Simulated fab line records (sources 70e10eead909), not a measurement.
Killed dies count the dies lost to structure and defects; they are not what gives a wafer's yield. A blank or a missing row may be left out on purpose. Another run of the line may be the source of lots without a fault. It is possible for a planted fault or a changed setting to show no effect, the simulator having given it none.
Comparing a struck lot with a sound one -- flow nand harc -- 15 out of 1302 route steps
Sound: these wafers, L740.1, L740.2, L740.4. The struck wafers were L750.3, L750.4, L750.6. At the end, the cause is stated.
Order at every step that has rows: each side's tool, ch and its chambers, its first start. Under that, the readings that differ: sound wafers -- struck wafers -- difference of the means -- sigmas: that difference in standard deviations of wafers without a fault.
alike: readings whose means differ by less than 2 such deviations, and words and numbers that are the same on both sides. not compared: withheld readings, readings that some wafer has no value for, bounds like >300 that may hide the same value, and numbers for which the record gives no deviation and whose values overlap.
Wherever a step has rows on one side only, a row that says differs or no value, or a row with sigmas, the two part there. Non-overlapping numbers with no deviation appear without sigmas and do not part them. A reading missing from all wafers of one side parts the sides only when that side holds two or more wafers.

NHARC_A_DECK1_JOINT_ETCHBACK_00: etches the open film in HBr, target depth 30 nm, time 17.4 s.
  sound on rie si-05 ch 0,2,3, day 11 12:47; struck on rie si-05 ch 0,1,2, day 15 22:45
  alike: bias w, drypump motor current A, oes product au, throttle valve pct
  not compared: rf hours counter h
then, 8 steps without rows for these wafers: NHARC_A_DECK1_JOINT_PRECLEAN_30 (cleans in SC1); NHARC_A_DECK1_JOINT_SRD_31; NHARC_A_DECK1_JOINT_CVD_34 (deposits SiNx, target thk 20 nm); NHARC_A_DECK1_JOINT_DEP_06 (deposits SiOx, target thk 80 nm); NHARC_A_DECK1_JOINT_CURE_26 (time 32 s); NHARC_A_DECK1_JOINT_ANNEAL_27 (time 3600 s); NHARC_A_DECK1_JOINT_ANNEAL_28 (time 1800 s); NHARC_A_DECK1_JOINT_ANNEAL_29 (time 1800 s).
NHARC_A_DECK1_JOINT_CMP_02: polishes SiOx.
  sound on cmp-02 ch 0,2,3, day 12 12:46; struck on cmp-03 ch 0,3, day 16 20:38
  alike: motor current A
after that, 1 step had no rows for these wafers: NHARC_A_DECK1_JOINT_SRD_15.
NHARC_A_DECK1_JOINT_DEP_16: deposits SiO2, target thk 45 nm.
  sound on pecvd-02 ch 0,1, day 12 13:09; struck on pecvd-03 ch 0,1, day 16 21:01
  alike: heater power w, mfc precursor sccm, throttle valve pct
NHARC_A_DECK1_JOINT_THK_MEAS_17: measures by ellipsometry.
  sound: film metro-02 at day 12 13:26; struck: film metro-01 at day 16 21:28
reading,sound,struck,difference,sigmas
thk nm (nm),43.6 45.7 46.7,29.6 30.6 30.4,-15.1,-14
  not compared: hold
NHARC_A_DECK1_JOINT_INSPECT_05:
  sound: defect inspect-02 at day 12 13:28; struck: defect inspect-02 at day 17 02:50
reading,sound,struck,difference,sigmas
hold,- - -,await dispo/5.3h/release await dispo/5.3h/release await dispo/5.3h/release,no value on the sound wafers,
raw defect count,105 178 209,377 516 637,+346,+3
-- the record jumps here: 12 days lie between the struck wafers' starts before and after (it left off in module A_DECK1_JOINT and takes up again in module END, whose first step shown is number 1302 of the route) --
NHARC_END_SORT_01:
  sound on prober-02 ch 0, day 25 04:01; struck on prober-01 ch 0, day 28 21:43
reading,sound,struck,difference,sigmas
killed at array,16 20 16,66 49 51,+38,+2
killed at periphery,4 13 10,2 2 2,-7,-2
  alike: killed at other, killed dies, killed open, killed short

== WHERE THEY PART ==
At NHARC_A_DECK1_JOINT_THK_MEAS_17 first; at NHARC_END_SORT_01 last (within this record only).

WHY: whatever the simulator had introduced
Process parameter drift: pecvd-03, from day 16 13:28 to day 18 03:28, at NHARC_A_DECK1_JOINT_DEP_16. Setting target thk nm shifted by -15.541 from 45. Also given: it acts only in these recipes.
